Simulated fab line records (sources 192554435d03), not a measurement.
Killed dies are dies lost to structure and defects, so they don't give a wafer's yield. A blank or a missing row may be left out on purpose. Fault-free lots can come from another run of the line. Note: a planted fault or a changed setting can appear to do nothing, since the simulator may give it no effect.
fab line records ; flow n5Finfet ; part 2 of 2: steps 17 to 24 of 24
record: lots: 5; wafers: 15; lastDay: 15
route steps=1938 shown DUMMY_GATE@230
lots untouched by any fault: they come from a run of this same line in which no faults occurred
startH: hours from the record's opening day to when the first of the lot's shown wafers began ; waitH: time in hours since the lot's previous step ; " repeats the value in the row above ; L1.1+2: a row that stands for several wafers ; - value missing, or start not given ; * or withheld: withheld ; < > ~ a bound
route shown NAME@n: names a module that has steps shown in the file, with the first one's number in the route ; usual: mean and standard deviation over wafers with no fault ; same: alike in all rows ; chamber/n: place in a boat ; sites: each site's reading ; _std_site: standard deviation of those values ; _edge_site: inner sites' mean taken away from outer sites' mean ; radiusMm: how far each site lies from the wafer's centre ; mask NAME#n: copy n ; behind: the tool/chamber that last shaped the wafer ; hold: what put the lot on hold/how long, in hours/how the hold closed ; device: the transistor (n, p or np) that didn't switch ; end of line: the route-end tests of the same wafers ; a step given without rows: its recipe and nothing more ; killed: dies that structure and defects cost at the first sort, which is not the same as the wafer's yield ; map: the dies of a wafer, with x for killed, . for not killed, _ for no die there
set.NAME: setting as actually run; set.NAME@STEP: the setting as run at that earlier step ; model.NAME: the simulator's own value behind a step, which no gauge read
certain route steps with their lots: each step a table, each wafer a row
services: the hour from which a tool's chamber was out of use, counted from the record's first day as startH (under 0 if before that day), plus the number of hours and why
== steps ==
step: N5_DUMMY_GATE_ETCH_32
recipe: chemistry: CF4; target: SiO2; targetDepthA: 35; timeS: 3.9; ionEnergyEv: 350; pressureMtorr: 10; icpW: 800; biasW: 400; cf4FlowSccm: 80
usual: drypumpMotorCurrentA: 5.5/0.54; oesProductAu: 0.995/0.023; throttleValvePct: 21.73/0.3
lot.wafer;tool;chamber;startH;waitH;drypumpMotorCurrentA;oesProductAu;rfHoursCounterH;throttleValvePct
L076.1;rieSi-01;3;58.17;0.1;5.2;0.963;75;21.55
L076.3;rieSi-01;2;58.17;0.1;5.5;1.004;175;21.82
L076.4;rieSi-01;1;58.17;0.1;5.2;0.981;2;21.13
L081.1;rieSi-06;1;91.07;0.1;6.2;0.972;78;21.73
L081.3;rieSi-06;2;91.07;0.1;4.9;1.014;110;22.01
L081.5;rieSi-06;3;91.07;0.1;5.0;0.961;-;21.95
L086.3;rieSi-06;1;120.71;0.1;6.2;0.960;79;21.75
L086.5;rieSi-06;2;120.71;0.1;4.9;1.015;-;22.01
L086.6;rieSi-06;3;120.71;0.1;5.0;0.963;-;21.94
L087.1;rieSi-01;2;125.38;0.1;5.6;1.008;176;21.82
L087.4;rieSi-01;3;125.38;0.1;5.3;0.968;76;21.54
L087.5;rieSi-01;2;125.38;0.1;5.5;1.001;-;21.82
L092.1;rieSi-06;0;154.85;0.1;5.3;1.033;21;21.93
L092.3;rieSi-06;2;154.85;0.1;4.9;1.006;111;22.02
L092.5;rieSi-06;1;154.85;0.1;6.2;0.970;-;21.73
step: N5_DUMMY_GATE_ETCH_23
recipe: chemistry: HBr/Cl2/O2; HBr_flow_sccm: 150; Cl2_flow_sccm: 80; O2_flow_sccm: 12; biasW: 102; targetDepthA: 410; timeS: 22.3; target: poly-Si; maskMaterial: SiO2; pressureMtorr: 10; icpW: 800
usual: drypumpMotorCurrentA: 5.5/0.54; oesProductAu: 0.993/0.021; throttleValvePct: 37.2/0.39
lot.wafer;tool;chamber;startH;waitH;drypumpMotorCurrentA;oesProductAu;rfHoursCounterH;throttleValvePct
L076.1;rieSi-01;3;58.20;0.0;5.3;0.986;75;37.1
L076.3;rieSi-01;2;58.20;0.0;5.5;1.000;175;37.3
L076.4;rieSi-01;1;58.20;0.0;5.2;0.999;2;36.3
L081.1;rieSi-06;1;91.10;0.0;6.3;0.974;78;36.9
L081.3;rieSi-06;2;91.10;0.0;4.9;1.004;110;37.4
L081.5;rieSi-06;3;91.10;0.0;5.0;0.955;-;37.7
L086.3;rieSi-06;1;120.74;0.0;6.2;0.976;79;36.9
L086.5;rieSi-06;2;120.74;0.0;4.9;1.015;-;37.4
L086.6;rieSi-06;3;120.74;0.0;5.0;0.963;-;37.7
L087.1;rieSi-01;2;125.41;0.0;5.5;0.993;176;37.3
L087.4;rieSi-01;3;125.41;0.0;5.2;0.973;76;37.1
L087.5;rieSi-01;2;125.41;0.0;5.5;1.001;-;37.3
L092.1;rieSi-06;0;154.88;0.0;5.3;1.037;21;37.4
L092.3;rieSi-06;2;154.88;0.0;4.9;1.017;111;37.4
L092.5;rieSi-06;1;154.88;0.0;6.2;0.976;-;36.9
step: N5_DUMMY_GATE_ETCH_44
recipe: chemistry: HBr/O2; overEtchFrac: 0.7; targetDepthA: 1275; stopOn: SiO2; ionEnergyEv: 60; biasW: 20; target: poly-Si; maskMaterial: SiO2; pressureMtorr: 20; icpW: 400; HBr_flow_sccm: 120; O2_flow_sccm: 10
usual: drypumpMotorCurrentA: 5.5/0.54; oesProductAu: 0.721/0.014; throttleValvePct: 18.46/0.26
lot.wafer;tool;chamber;startH;waitH;drypumpMotorCurrentA;oesProductAu;rfHoursCounterH;throttleValvePct
L076.1;rieSi-01;3;58.26;0.0;5.3;0.718;75;18.45
L076.3;rieSi-01;2;58.26;0.0;5.6;0.722;175;18.65
L076.4;rieSi-01;1;58.26;0.0;5.2;0.734;2;17.87
L081.1;rieSi-06;1;91.16;0.0;6.2;0.712;78;18.35
L081.3;rieSi-06;2;91.16;0.0;4.9;0.737;110;18.50
L081.5;rieSi-06;3;91.16;0.0;5.0;0.711;-;18.80
L086.3;rieSi-06;1;120.80;0.0;6.2;0.705;79;18.39
L086.5;rieSi-06;2;120.80;0.0;4.9;0.749;-;18.50
L086.6;rieSi-06;3;120.80;0.0;5.0;0.713;-;18.82
L087.1;rieSi-01;2;125.47;0.0;5.5;0.711;176;18.64
L087.4;rieSi-01;3;125.47;0.0;5.3;0.710;76;18.47
L087.5;rieSi-01;2;125.47;0.0;5.5;0.701;-;18.64
L092.1;rieSi-06;0;154.94;0.0;5.3;0.741;21;18.41
L092.3;rieSi-06;2;154.94;0.0;4.9;0.730;111;18.50
L092.5;rieSi-06;1;154.94;0.0;6.2;0.706;-;18.38
step: N5_DUMMY_GATE_CD_MEAS_24
recipe: targetCdNm: 15
usual: cdNm: 14.9/0.39
lot.wafer;tool;chamber;startH;waitH;cdNm
L076.1;cdSem-01;-;58.37;0.1;14.9
L076.3;cdSem-01;-;58.37;0.1;14.4
L076.4;cdSem-01;-;58.37;0.1;14.9
L081.1;cdSem-03;-;91.27;0.1;14.8
L081.3;cdSem-03;-;91.27;0.1;15.1
L081.5;cdSem-03;-;91.27;0.1;14.8
L086.3;cdSem-01;-;120.91;0.1;15.2
L086.5;cdSem-01;-;120.91;0.1;14.8
L086.6;cdSem-01;-;120.91;0.1;15.1
L087.1;cdSem-03;-;125.58;0.1;15.3
L087.4;cdSem-03;-;125.58;0.1;15.1
L087.5;cdSem-03;-;125.58;0.1;15.2
L092.1;cdSem-01;-;155.05;0.1;14.4
L092.3;cdSem-01;-;155.05;0.1;14.4
L092.5;cdSem-01;-;155.05;0.1;14.2
step: N5_DUMMY_GATE_ETCH_42
recipe: chemistry: CHF3/O2; target: SiO2; targetDepthA: 35; timeS: 31; ionEnergyEv: 30; biasW: 12; pressureMtorr: 30; sourceW: 600; Ar_flow_sccm: 200; CHF3_flow_sccm: 50; O2_flow_sccm: 5
usual: drypumpMotorCurrentA: 5.7/0.47; mfcArSccm: 200.0/0.55; oesProductAu: 0.80/0.083; rfVppV: 42.3/0.99; showerheadPlenumPTorr: 2.41/0.081; throttleValvePct: 18.70/0.21
lot.wafer;tool;chamber;startH;waitH;drypumpMotorCurrentA;mfcArSccm;oesProductAu;rfHoursCounterH;rfVppV;showerheadPlenumPTorr;throttleValvePct
L076.1;rieDiel-03;2;58.41;0.0;5.1;200.3;0.80;118;40.9;2.33;18.72
L076.3;rieDiel-03;0;58.41;0.0;5.9;200.6;0.76;124;42.7;2.42;18.87
L076.4;rieDiel-03;1;58.41;0.0;6.1;200.4;1.00;1;43.0;2.36;18.49
L081.1;rieDiel-03;3;91.39;0.1;5.4;199.6;0.73;204;41.4;2.48;18.74
L081.3;rieDiel-03;1;91.39;0.1;6.1;201.0;0.95;13;43.0;2.35;18.52
L081.5;rieDiel-03;1;91.39;0.1;6.1;200.6;0.95;-;43.8;2.35;18.50
L086.3;rieDiel-03;1;120.96;0.0;6.1;199.7;0.93;22;42.2;2.35;18.53
L086.5;rieDiel-03;0;120.96;0.0;5.9;200.3;0.74;-;42.6;2.41;18.89
L086.6;rieDiel-03;1;120.96;0.0;6.1;199.6;0.92;-;42.7;2.35;18.54
L087.1;rieDiel-03;1;125.70;0.1;6.1;199.6;0.92;24;43.7;2.35;18.51
L087.4;rieDiel-03;0;125.70;0.1;5.9;199.7;0.74;148;42.2;2.41;18.89
L087.5;rieDiel-03;1;125.70;0.1;6.1;199.9;0.92;-;41.6;2.35;18.51
L092.1;rieDiel-03;0;155.10;0.0;5.9;200.0;0.73;156;43.0;2.41;18.90
L092.3;rieDiel-03;2;155.10;0.0;5.1;200.4;0.76;150;42.8;2.32;18.79
L092.5;rieDiel-03;0;155.10;0.0;5.9;199.9;0.73;-;42.8;2.41;18.89
step: N5_DUMMY_GATE_STRIP_48
recipe: chemistry: N2/H2; timeS: 20; powerW: 100; tempC: 40; pressureMtorr: 100; rfFrequencyHz: 6e+07; biasPowerW: 3; n2FlowSccm: 300; h2FlowSccm: 300
usual: drypumpMotorCurrentA: 5.7/0.47; oesProductAu: 0.80/0.085; rfVppV: 45.1/0.81; showerheadPlenumPTorr: 3.38/0.12; throttleValvePct: 12.15/0.22
lot.wafer;tool;chamber;startH;waitH;drypumpMotorCurrentA;oesProductAu;rfHoursCounterH;rfVppV;showerheadPlenumPTorr;throttleValvePct
L076.1;rieDiel-03;2;58.46;0.0;5.1;0.79;118;44.7;3.24;11.98
L076.3;rieDiel-03;0;58.46;0.0;5.9;0.76;124;45.5;3.40;12.31
L076.4;rieDiel-03;1;58.46;0.0;6.1;1.02;1;43.6;3.35;11.99
L081.1;rieDiel-03;3;91.44;0.0;5.4;0.73;204;44.7;3.48;12.29
L081.3;rieDiel-03;1;91.44;0.0;6.1;0.96;13;44.6;3.35;12.03
L081.5;rieDiel-03;1;91.44;0.0;6.1;0.97;-;46.2;3.35;12.03
L086.3;rieDiel-03;1;121.00;0.0;6.1;0.94;22;44.3;3.34;12.03
L086.5;rieDiel-03;0;121.00;0.0;5.9;0.75;-;45.4;3.39;12.37
L086.6;rieDiel-03;1;121.00;0.0;6.1;0.94;-;45.1;3.34;12.02
L087.1;rieDiel-03;1;125.75;0.0;6.1;0.93;24;45.9;3.34;12.05
L087.4;rieDiel-03;0;125.75;0.0;5.9;0.75;148;45.7;3.39;12.39
L087.5;rieDiel-03;1;125.75;0.0;6.1;0.93;-;46.1;3.34;12.04
L092.1;rieDiel-03;0;155.14;0.0;5.9;0.74;156;44.9;3.39;12.39
L092.3;rieDiel-03;2;155.14;0.0;5.1;0.77;150;44.6;3.22;12.06
L092.5;rieDiel-03;0;155.14;0.0;6.0;0.74;-;43.7;3.39;12.37
step: N5_DUMMY_GATE_PRECLEAN_33
recipe: chemistry: dHF; timeS: 10; dilution: 750:1; tempC: 25
lot.wafer;tool;chamber;startH;waitH
L076.1+3+4;wetBench-05;5,3,6;58.55;0.1
L081.1+3+5;wetBench-04;2,6,3;91.52;0.1
L086.3+5+6;wetBench-04;6,5,7;121.09;0.1
L087.1+4+5;wetBench-01;1,0,5;125.83;0.1
L092.1+3+5;wetBench-01;4,2,5;155.23;0.1
step: N5_DUMMY_GATE_PRECLEAN_25
recipe: chemistry: O3/DIW; timeS: 45; tempC: 22; o3Ppm: 10
usual: o3Ppm: 9.99/0.094
lot.wafer;tool;chamber;startH;waitH;o3Ppm
L076.1;wetBench-05;5;58.55;0.0;10.02
L076.3;wetBench-05;3;58.55;0.0;10.07
L076.4;wetBench-05;6;58.55;0.0;10.03
L081.1;wetBench-04;2;91.53;0.0;9.97
L081.3;wetBench-04;6;91.53;0.0;10.14
L081.5;wetBench-04;3;91.53;0.0;10.01
L086.3;wetBench-04;6;121.09;0.0;10.05
L086.5;wetBench-04;5;121.09;0.0;10.03
L086.6;wetBench-04;7;121.09;0.0;9.96
L087.1;wetBench-01;1;125.84;0.0;9.94
L087.4;wetBench-01;0;125.84;0.0;9.81
L087.5;wetBench-01;5;125.84;0.0;10.07
L092.1;wetBench-01;4;155.23;0.0;10.13
L092.3;wetBench-01;2;155.23;0.0;10.01
L092.5;wetBench-01;5;155.23;0.0;9.81
== services ==
tool;chamber;startH;hours;kind
rieSi-01;-;61.70;0.3;repair
rieSi-06;0;69.31;9.3;repair
rieDiel-05;-;70.80;14.6;pm
lithoTrack-02;-;82.25;-;consumableReplace:filter
wetBench-01;-;103.35;2.1;repair
rieDiel-01;-;105.87;0.6;repair
lithoTrack-03;-;117.53;-;consumableReplace:filter
rieDiel-01;1;140.00;12.9;repair
